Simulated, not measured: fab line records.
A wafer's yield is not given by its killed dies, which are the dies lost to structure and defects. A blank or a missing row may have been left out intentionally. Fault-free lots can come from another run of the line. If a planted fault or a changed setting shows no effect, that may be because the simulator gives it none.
What tool caused it?	flow nandHarc	22 lots with 66 wafers sampled at 6 steps, on a route of 1159 steps

WHAT EACH GAUGE READ, for each wafer
No reading from a measuring or inspecting step in the record can be judged against a usual standard deviation.

EACH LOT AND THE TOOL THAT RAN IT (in order: tool; ch and the chambers of the sampled wafers; start)
lot	NHARC_A_CHANNEL_HOLE_D1_ETCH_26	NHARC_A_CHANNEL_HOLE_D1_ETCH_44	NHARC_A_CHANNEL_FILL_D1_ALD_02	NHARC_A_CHANNEL_FILL_D1_STRIP_29	NHARC_A_CHANNEL_FILL_D1_CMP_10	NHARC_A_STAIRCASE_ETCH_169
L074	harEtch-01 ch 0,1, day 8 16:29	rieDiel-11 ch 0,1, day 8 17:22	aldHk-04 ch 1,2, day 8 18:34	rieDiel-10 ch 1,2, day 10 12:31	cmp-03 ch 1,2, day 10 18:13	rieDiel-04 ch 0,1, day 10 20:31
L076	harEtch-02 ch 0,1, day 8 23:02	rieDiel-02 ch 0,2, day 9 00:02	aldHk-02 ch 1,2,3, day 9 01:20	rieDiel-09 ch 1,2,3, day 11 01:52 or earlier	cmp-01 ch 0,2,3, day 11 01:52	rieDiel-04 ch 0,2,3, day 11 03:43
L075	harEtch-01 ch 0,1, day 8 23:13	rieDiel-02 ch 0,1,3, day 9 00:28	aldHk-02 ch 0,2,3, day 9 01:46	rieDiel-10 ch 0,2, day 11 01:53 or earlier	cmp-03 ch 0,2,3, day 11 01:53	rieDiel-04 ch 0,3, day 11 03:53
L079	harEtch-02 ch 1, day 9 06:31	rieDiel-11 ch 1,2, day 9 07:27	aldHk-02 ch 1,2, day 9 08:38	rieDiel-10 ch 1,3, day 11 07:53 or earlier	cmp-04 ch 0,2,3, day 11 07:53	rieDiel-05 ch 0,2, day 11 09:52
L077	harEtch-01 ch 0, day 9 07:22	rieDiel-11 ch 0,1,2, day 9 08:17	aldHk-03 ch 0,2, day 9 09:31	rieDiel-09 ch 0,1,2, day 11 07:52 or earlier	cmp-01 ch 0,2, day 11 07:52	rieDiel-05 ch 2,3, day 11 09:36
L078	harEtch-02 ch 0,1, day 9 12:31	rieDiel-11 ch 0,1,2, day 9 13:25	aldHk-04 ch 0,2,3, day 9 14:40	rieDiel-10 ch 0,1,3, day 11 14:17 or earlier	cmp-04 ch 0,1,2, day 11 14:17	rieDiel-05 ch 0,1,2, day 11 16:16
L080	harEtch-01 ch 0,1, day 9 20:53	rieDiel-02 ch 0,1,2, day 9 21:49	aldHk-03 ch 0,3, day 9 23:19	rieDiel-08 ch 1,2,3, day 11 23:25 or earlier	cmp-03 ch 0,1,2, day 11 23:25	rieDiel-04 ch 1,2, day 12 01:07
L081	harEtch-01 ch 0,1, day 10 07:01	rieDiel-13 ch 0,1, day 10 07:57	aldHk-04 ch 0,1,3, day 10 09:16	rieDiel-10 ch 2,3, day 12 11:08 or earlier	cmp-04 ch 0,1, day 12 11:08	rieDiel-05 ch 0,1,3, day 12 12:49
L082	harEtch-01 ch 0,1, day 10 18:05	rieDiel-02 ch 0,1,3, day 10 19:01	aldHk-03 ch 1,2,3, day 10 20:22	rieDiel-09 ch 1,2,3, day 12 19:23 or earlier	cmp-03 ch 0,1,2, day 12 19:23	rieDiel-06 ch 1,2, day 12 21:25
L084	harEtch-02 ch 0,1, day 10 19:58	rieDiel-11 ch 0,2,3, day 10 20:53	aldHk-04 ch 0,1,2, day 10 22:32	rieDiel-10 ch 0,2,3, day 12 19:22 or earlier	cmp-04 ch 1,2,3, day 12 19:22	rieDiel-04 ch 0,2,3, day 12 21:07
L083	harEtch-01 ch 0,1, day 10 22:19	rieDiel-02 ch 2,3, day 10 23:11	aldHk-04 ch 1,2, day 11 00:28	rieDiel-10 ch 0,1,2, day 13 02:16 or earlier	cmp-03 ch 0,1, day 13 02:16	rieDiel-06 ch 0,2, day 13 03:53
L086	harEtch-02 ch 0,1, day 11 13:42	rieDiel-02 ch 0,1, day 11 14:37	aldHk-04 ch 1,3, day 11 15:48	rieDiel-09 ch 1,2, day 13 09:56	cmp-03 ch 0,1,3, day 13 15:39	rieDiel-05 ch 2,3, day 13 17:49
L087	harEtch-02 ch 0, day 11 17:49	rieDiel-02 ch 1,2, day 11 18:47	aldHk-03 ch 0,1,2, day 11 20:05	rieDiel-09 ch 0,1, day 13 14:54	cmp-03 ch 2,3, day 13 20:39	rieDiel-05 ch 1,2, day 13 22:41
L085	harEtch-02 ch 0,1, day 12 01:54	rieDiel-02 ch 0,1,2, day 12 02:51	aldHk-03 ch 0,1,2, day 12 04:11	rieDiel-09 ch 0,1,2, day 13 21:55	cmp-04 ch 0,1,3, day 14 03:32	rieDiel-04 ch 0,1,3, day 14 05:21
L089	harEtch-01 ch 0,1, day 12 06:55	rieDiel-13 ch 0,1, day 12 07:46	aldHk-04 ch 0,1,3, day 12 09:05	rieDiel-09 ch 0,1,2, day 14 04:55	cmp-03 ch 2,3, day 14 10:31	rieDiel-04 ch 0,1,3, day 14 12:15
L091	harEtch-01 ch 0,1, day 12 13:12	rieDiel-11 ch 1,2, day 12 14:05	aldHk-02 ch 0,2, day 12 15:15	rieDiel-09 ch 0,2,3, day 14 16:14 or earlier	cmp-04 ch 0,1, day 14 16:14	rieDiel-05 ch 1,2,3, day 14 18:00
L092	harEtch-01 ch 0,1, day 13 02:54	rieDiel-13 ch 1,2, day 13 03:46	aldHk-03 ch 0,1,3, day 13 05:14	rieDiel-09 ch 0,2,3, day 15 06:49 or earlier	cmp-01 ch 2,3, day 15 06:49	rieDiel-06 ch 0,2,3, day 15 08:44
L093	harEtch-02 ch 0,1, day 13 03:01	rieDiel-11 ch 0,1,3, day 13 03:58	aldHk-03 ch 0,2, day 13 05:31	rieDiel-10 ch 0,2,3, day 15 06:47 or earlier	cmp-03 ch 1,2,3, day 15 06:47	rieDiel-06 ch 1,2,3, day 15 08:32
L094	harEtch-01 ch 0, day 13 10:17	rieDiel-02 ch 0,3, day 13 11:14	aldHk-03 ch 2,3, day 13 13:18	rieDiel-10 ch 1,3, day 15 12:47 or earlier	cmp-01 ch 0,1,3, day 15 12:47	rieDiel-06 ch 0,1,2, day 15 14:39
L097	harEtch-02 ch 0,1, day 14 02:04	rieDiel-11 ch 2,3, day 14 03:00	aldHk-04 ch 0,1,3, day 14 04:15	rieDiel-08 ch 0,1, day 15 21:55	cmp-04 ch 0,1,3, day 16 03:32	rieDiel-05 ch 0,3, day 16 05:07
L095	harEtch-02 ch 0,1, day 14 07:58	rieDiel-02 ch 2,3, day 14 08:52	aldHk-04 ch 0,1,3, day 14 10:12	rieDiel-10 ch 0,1,3, day 16 10:27 or earlier	cmp-04 ch 0,2,3, day 16 10:27	rieDiel-06 ch 0,1, day 16 12:05
L096	harEtch-01 ch 0,1, day 14 13:49	rieDiel-02 ch 1,3, day 14 14:46	aldHk-03 ch 0,1,3, day 14 15:57	rieDiel-10 ch 0,2, day 16 16:17 or earlier	cmp-03 ch 1,2, day 16 16:17	rieDiel-06 ch 1,2,3, day 16 18:02
- NHARC_A_CHANNEL_HOLE_D1_ETCH_26: etches the open film in C4F8/O2/Ar, time 224.1 s, target depth 300 nm.
- NHARC_A_CHANNEL_HOLE_D1_ETCH_44: etches the open film in CF4/O2, target depth 140 nm, overetch 14 nm, time 77 s.
- NHARC_A_CHANNEL_FILL_D1_ALD_02: deposits SiO2, target thk 6 nm, pulse time 10 s, ald cycles 60.
- NHARC_A_CHANNEL_FILL_D1_STRIP_29: strips in O2, time 20 s.
- NHARC_A_CHANNEL_FILL_D1_CMP_10: polishes, target thk 150 nm.
- NHARC_A_STAIRCASE_ETCH_169: etches the open film in CH3F/O2, target depth 50 nm, time 107.1 s.

AS READ BY THE TOOLS THEMSELVES (means over the sampled wafers that have a number; for cases with no such wafer, the mark the record gives instead)
NHARC_A_CHANNEL_HOLE_D1_ETCH_26.
lot	tool	drypumpMotorCurrentA (A)	showerheadPlenumPTorr (Torr)	throttleValvePct (%)
L074	harEtch-01	5.5	3.86	24.582
L076	harEtch-02	6.3	3.72	24.582
L075	harEtch-01	5.5	3.85	24.588
L079	harEtch-02	6.6	3.69	24.584
L077	harEtch-01	5.7	3.87	24.589
L078	harEtch-02	6.0	3.74	24.581
L080	harEtch-01	5.3	3.82	24.573
L081	harEtch-01	5.4	3.82	24.590
L082	harEtch-01	5.3	3.82	24.591
L084	harEtch-02	6.0	3.74	24.589
L083	harEtch-01	5.3	3.81	24.576
L086	harEtch-02	6.3	3.71	24.582
L087	harEtch-02	5.7	3.76	24.584
L085	harEtch-02	6.3	3.70	24.588
L089	harEtch-01	5.3	3.81	24.582
L091	harEtch-01	5.5	3.83	24.584
L092	harEtch-01	5.5	3.83	24.588
L093	harEtch-02	6.3	3.70	24.581
L094	harEtch-01	5.7	3.84	24.575
L097	harEtch-02	6.3	3.69	24.582
L095	harEtch-02	6.0	3.71	24.582
L096	harEtch-01	5.3	3.79	24.578

NHARC_A_CHANNEL_HOLE_D1_ETCH_44.
lot	tool	drypumpMotorCurrentA (A)	oesProductAu (a.u.)	rfVppV (V)	showerheadPlenumPTorr (Torr)	throttleValvePct (%)
L074	rieDiel-11	5.0	0.993	197.6	1.37	13.397
L076	rieDiel-02	5.6	1.002	198.9	1.40	13.403
L075	rieDiel-02	5.9	1.005	198.1	1.34	13.399
L079	rieDiel-11	5.5	0.998	198.5	1.39	13.407
L077	rieDiel-11	5.4	1.013	199.4	1.36	13.391
L078	rieDiel-11	5.4	1.005	197.7	1.36	13.393
L080	rieDiel-02	5.8	0.997	198.8	1.34	13.400
L081	rieDiel-13	5.7	0.988	198.5	1.37	13.392
L082	rieDiel-02	5.9	1.000	198.0	1.34	13.388
L084	rieDiel-11	5.6	0.999	197.4	1.32	13.403
L083	rieDiel-02	5.7	0.999	198.7	1.41	13.404
L086	rieDiel-02	6.1	0.994	197.0	1.28	13.405
L087	rieDiel-02	6.0	1.000	197.9	1.30	13.393
L085	rieDiel-02	5.8	1.006	198.1	1.34	13.396
L089	rieDiel-13	5.7	0.986	198.2	1.37	13.403
L091	rieDiel-11	5.2	0.998	199.7	1.40	13.395
L092	rieDiel-13	5.7	0.992	197.6	1.32	13.401
L093	rieDiel-11	5.2	1.000	197.5	1.33	13.395
L094	rieDiel-02	5.8	0.999	199.3	1.39	13.402
L097	rieDiel-11	5.7	1.004	198.0	1.35	13.401
L095	rieDiel-02	5.6	0.998	199.0	1.42	13.399
L096	rieDiel-02	6.1	1.001	196.7	1.30	13.389

NHARC_A_CHANNEL_FILL_D1_ALD_02.
lot	tool	heaterPowerOuterW (W)	heaterPowerW (W)	precursorPulseHeightRel
L074	aldHk-04	238	440	1.008
L076	aldHk-02	269	497	0.992
L075	aldHk-02	273	514	1.000
L079	aldHk-02	268	478	1.013
L077	aldHk-03	273	482	0.988
L078	aldHk-04	247	454	1.012
L080	aldHk-03	271	499	0.996
L081	aldHk-04	242	444	1.005
L082	aldHk-03	287	513	1.010
L084	aldHk-04	252	453	0.989
L083	aldHk-04	243	441	1.001
L086	aldHk-04	237	439	0.999
L087	aldHk-03	281	506	1.003
L085	aldHk-03	283	498	1.003
L089	aldHk-04	239	453	1.005
L091	aldHk-02	278	505	0.990
L092	aldHk-03	279	513	1.002
L093	aldHk-03	275	493	1.005
L094	aldHk-03	279	502	1.001
L097	aldHk-04	241	452	0.997
L095	aldHk-04	243	447	0.999
L096	aldHk-03	280	516	0.995

NHARC_A_CHANNEL_FILL_D1_STRIP_29.
lot	tool	drypumpMotorCurrentA (A)	oesProductAu (a.u.)	rfVppV (V)	showerheadPlenumPTorr (Torr)	throttleValvePct (%)
L074	rieDiel-10	5.9	0.991	58.1	3.65	17.030
L076	rieDiel-09	5.8	1.002	58.4	3.46	17.041
L075	rieDiel-10	6.1	1.010	57.2	3.49	17.039
L079	rieDiel-10	6.1	1.008	58.0	3.62	17.032
L077	rieDiel-09	5.8	0.988	57.6	3.53	17.040
L078	rieDiel-10	6.0	1.005	57.8	3.63	17.036
L080	rieDiel-08	5.8	0.992	57.2	3.52	17.035
L081	rieDiel-10	6.1	1.002	57.3	3.42	17.029
L082	rieDiel-09	5.8	0.993	56.9	3.46	17.043
L084	rieDiel-10	6.1	1.001	57.6	3.48	17.034
L083	rieDiel-10	6.0	1.007	57.5	3.57	17.035
L086	rieDiel-09	5.5	0.996	57.5	3.45	17.037
L087	rieDiel-09	6.1	0.980	58.6	3.62	17.039
L085	rieDiel-09	5.7	0.993	57.7	3.53	17.024
L089	rieDiel-09	5.7	0.990	57.1	3.53	17.037
L091	rieDiel-09	6.0	1.003	57.6	3.54	17.041
L092	rieDiel-09	6.0	1.006	57.7	3.54	17.043
L093	rieDiel-10	6.1	1.006	58.4	3.48	17.040
L094	rieDiel-10	6.1	1.009	57.6	3.62	17.027
L097	rieDiel-08	6.2	1.004	57.4	3.42	17.033
L095	rieDiel-10	6.0	1.002	57.7	3.63	17.031
L096	rieDiel-10	6.1	0.986	57.4	3.49	17.046

NHARC_A_CHANNEL_FILL_D1_CMP_10.
lot	tool	motorCurrentA (A)	retainingRingPressureFrac	timeToEndpointS (s)
L074	cmp-03	11.7	1.001	14.7
L076	cmp-01	12.2	0.996	12.6
L075	cmp-03	12.9	0.995	15.4
L079	cmp-04	12.1	1.002	14.6
L077	cmp-01	12.0	0.993	10.5
L078	cmp-04	12.2	1.002	13.1
L080	cmp-03	11.8	1.000	16.1
L081	cmp-04	11.8	1.000	14.6
L082	cmp-03	11.7	1.004	16.8
L084	cmp-04	11.4	0.999	18.9
L083	cmp-03	12.5	0.998	17.5
L086	cmp-03	12.3	0.999	15.4
L087	cmp-03	13.0	1.002	16.1
L085	cmp-04	11.9	0.999	12.9
L089	cmp-03	12.5	1.000	14.6
L091	cmp-04	12.4	1.002	12.8
L092	cmp-01	12.6	1.000	15.5
L093	cmp-03	12.7	1.005	15.9
L094	cmp-01	10.9	0.996	18.3
L097	cmp-04	12.0	1.001	16.8
L095	cmp-04	12.1	0.999	16.1
L096	cmp-03	12.2	1.003	17.4

NHARC_A_STAIRCASE_ETCH_169.
lot	tool	ch3fFlowSccm (sccm)	drypumpMotorCurrentA (A)	oesProductAu (a.u.)	rfVppV (V)	showerheadPlenumPTorr (Torr)	throttleValvePct (%)
L074	rieDiel-04	50.12	5.65	0.980	243.9	2.50	20.656
L076	rieDiel-04	50.01	5.77	0.931	246.0	2.57	20.667
L075	rieDiel-04	50.07	5.81	0.943	245.3	2.54	20.664
L079	rieDiel-05	49.92	5.48	0.960	244.3	2.40	20.673
L077	rieDiel-05	50.04	5.66	0.978	245.8	2.58	20.662
L078	rieDiel-05	50.12	5.60	0.932	242.9	2.37	20.664
L080	rieDiel-04	50.00	5.55	0.926	246.3	2.57	20.663
L081	rieDiel-05	49.93	5.74	0.966	243.9	2.43	20.660
L082	rieDiel-06	50.06	5.87	0.952	242.8	2.32	20.667
L084	rieDiel-04	49.98	5.76	0.927	245.9	2.57	20.662
L083	rieDiel-06	49.88	5.61	0.947	240.4	2.30	20.670
L086	rieDiel-05	50.05	5.63	0.931	245.4	2.57	20.672
L087	rieDiel-05	50.03	5.46	0.954	244.2	2.40	20.663
L085	rieDiel-04	49.77	5.74	0.933	244.7	2.49	20.659
L089	rieDiel-04	50.13	5.73	0.934	245.1	2.49	20.668
L091	rieDiel-05	49.87	5.62	0.915	243.8	2.46	20.678
L092	rieDiel-06	49.88	5.69	0.943	243.2	2.38	20.664
L093	rieDiel-06	50.02	5.89	0.974	242.9	2.38	20.663
L094	rieDiel-06	50.00	5.83	0.955	242.5	2.30	20.656
L097	rieDiel-05	49.98	5.73	0.974	243.9	2.41	20.664
L095	rieDiel-06	50.13	6.01	0.950	241.5	2.30	20.659
L096	rieDiel-06	49.98	5.89	0.968	243.7	2.38	20.655

THE ANSWER, worked out from the rows above alone
Rule: what is usual is taken from the lots themselves. Put in order of their means at a reading, lots are off if they are a third of the lots or fewer, leave a main group of 4 or more, and stand apart from it by a gap of 3 or more times the standard deviation of the main group's means; of several such gaps the widest counts. A main group is skipped when, at the precision printed for the reading in the tables above, its means are all equal. Also off: a lot with no number at a reading for which 4 or more lots have one. The other lots that the step has rows for count as sound. The gauges are gone through in route order, then the tools' own readings, and for those a lot's mean is taken as printed above. The first step at which some lot is off is used, and at that step the reading that is off furthest; a lot without a number counts as furthest.
No lot is off on any of the readings shown, so nothing can be concluded from this.

WHAT HAD BEEN PUT IN BY THE SIMULATOR
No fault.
